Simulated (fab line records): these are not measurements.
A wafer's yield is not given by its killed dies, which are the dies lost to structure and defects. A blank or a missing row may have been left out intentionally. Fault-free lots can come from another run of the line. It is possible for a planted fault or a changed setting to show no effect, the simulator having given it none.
A lot that was struck, set against a sound lot | flow n5_finfet | 35 out of 1938 route steps
Sound: these wafers, L112.1, L112.2, L112.4. Struck: wafers L123.3, L123.6 (left out: L123.2, a lot-mate that was not struck); the cause follows at the end.
Per side, at each step with rows, come the tool, then ch with its chambers, and then its first start. Under that, the readings that differ: sound wafers | struck wafers | difference of the means | sigmas: that difference in standard deviations of wafers without a fault.
alike: readings with means less than 2 such deviations apart, plus words and numbers identical on both sides. not compared: withheld readings, readings lacking a value on some wafer, bounds such as >300 that could conceal the same value, and numbers that have no deviation in the record and whose values overlap.
The two part at a step that has a row with sigmas, a row that says differs or no value, or rows on one side only. Non-overlapping numbers with no deviation appear without sigmas and do not part them. Lack of a reading on every wafer of one side parts them only where that side has two or more wafers.

first, 9 steps without rows for these wafers: N5_PMOS_HMC_CHANNEL_EPI_SOFTBAKE_04 (time 60 s); N5_PMOS_HMC_CHANNEL_EPI_EXPOSE_06 (exposes mask PMOS HMC BLK, target cd 240 nm); N5_PMOS_HMC_CHANNEL_EPI_PEB_07 (peb time 60 s); N5_PMOS_HMC_CHANNEL_EPI_DEVELOP_08 (develop time 30 s); N5_PMOS_HMC_CHANNEL_EPI_DESCUM_14 (chemistry O2, time 7.9 s); N5_PMOS_HMC_CHANNEL_EPI_ETCH_32 (etches BARC in N2/H2, stops on SiO2, target depth 85.8 nm, time 50.3 s); N5_PMOS_HMC_CHANNEL_EPI_HM_OPEN_15 (chemistry CHF3/O2, target SiO2, target depth 40.6 nm, time 20.3 s); N5_PMOS_HMC_CHANNEL_EPI_STRIP_33 (strips in N2/H2); N5_PMOS_HMC_CHANNEL_EPI_STRIP_17 (strips in SPM, time 750 s).
N5_PMOS_HMC_CHANNEL_EPI_ETCH_38: etches SiO2 in CF4, target depth 1.5 nm.
  sound on rie_si-03 ch 0,1,2, day 2 23:28; struck on rie_si-03 ch 1, day 5 17:56
  alike: drypump_motor_current_A, oes_product_au, throttle_valve_pct
  not compared: rf_hours_counter_h
then, 24 steps without rows for these wafers: N5_PMOS_HMC_CHANNEL_EPI_FIN_RECESS_16 (chemistry HBr/Cl2, target Si, target depth 54 nm, time 18 s); N5_PMOS_HMC_CHANNEL_EPI_PRECLEAN_36 (cleans in O3/DIW, time 45 s); N5_PMOS_HMC_CHANNEL_EPI_PRECLEAN_18 (cleans in DHF, time 30 s); N5_PMOS_HMC_CHANNEL_EPI_SRD_19 (time 30 s); N5_PMOS_HMC_CHANNEL_EPI_EPI_20 (deposits SiGe30, target thk 59 nm); N5_PMOS_HMC_CHANNEL_EPI_HM_STRIP_35 (strips SiO2 in dHF, material SiO2, target depth 39.6 nm, time 216 s); N5_PMOS_HMC_CHANNEL_EPI_SRD_39 (time 30 s); N5_PMOS_HMC_CHANNEL_EPI_CMP_21 (polishes SiGe30, target thk 54 nm); N5_PMOS_HMC_CHANNEL_EPI_PRECLEAN_40 (cleans in DHF, time 30 s); N5_PMOS_HMC_CHANNEL_EPI_PRECLEAN_37 (cleans in O3/DIW, time 45 s); N5_PMOS_HMC_CHANNEL_EPI_PRECLEAN_24 (cleans in DHF, time 30 s); N5_PMOS_HMC_CHANNEL_EPI_SRD_25 (time 30 s); N5_PMOS_HMC_CHANNEL_EPI_EPI_26 (deposits Si from SiH4/H2, target thk 3.8 nm, time 22.7 s); N5_FIN_SAQP_PRECLEAN_42 (cleans in O3/DIW, time 60 s); N5_FIN_SAQP_PRECLEAN_00 (cleans in SC1, time 60 s); N5_FIN_SAQP_PRECLEAN_44 (cleans in SC2, time 45 s); N5_FIN_SAQP_SRD_01 (time 30 s); N5_FIN_SAQP_ALD_61 (deposits SiO2, target thk 4 nm, pulse time 1 s, purge time 2 s); N5_FIN_SAQP_DENSIFY_62 (time 60 s); N5_FIN_SAQP_HM_DEP_03 (deposits SiNx from SiH4/NH3/N2, target thk 38 nm, time 33.6 s); N5_FIN_SAQP_PECVD_47 (deposits a-Si from SiH4/He, target thk 45 nm, time 36.3 s); N5_FIN_SAQP_PECVD_48 (deposits SiNx from SiH4/NH3/N2, target thk 25 nm, time 22.1 s); N5_FIN_SAQP_PECVD_06 (deposits a-Si from SiH4/He, target thk 60 nm, time 48.1 s); N5_FIN_SAQP_HM_DEP_72 (deposits SiO2 from SiH4/N2O, target thk 12 nm, time 7.2 s).
-- here the record skips 14 days between the struck wafers' starts before and after, leaving off in module FIN_SAQP and picking up in module PASSIVATION (first step shown: number 1936 of the route) --
N5_PASSIVATION_PROBE_49:
  the record has rows for the struck wafers here (prober-02, day 19 07:38) and none for the sound ones

WHERE THEY PART
Only at N5_PASSIVATION_PROBE_49, as far as this record shows.

WHY: what the simulator had put in
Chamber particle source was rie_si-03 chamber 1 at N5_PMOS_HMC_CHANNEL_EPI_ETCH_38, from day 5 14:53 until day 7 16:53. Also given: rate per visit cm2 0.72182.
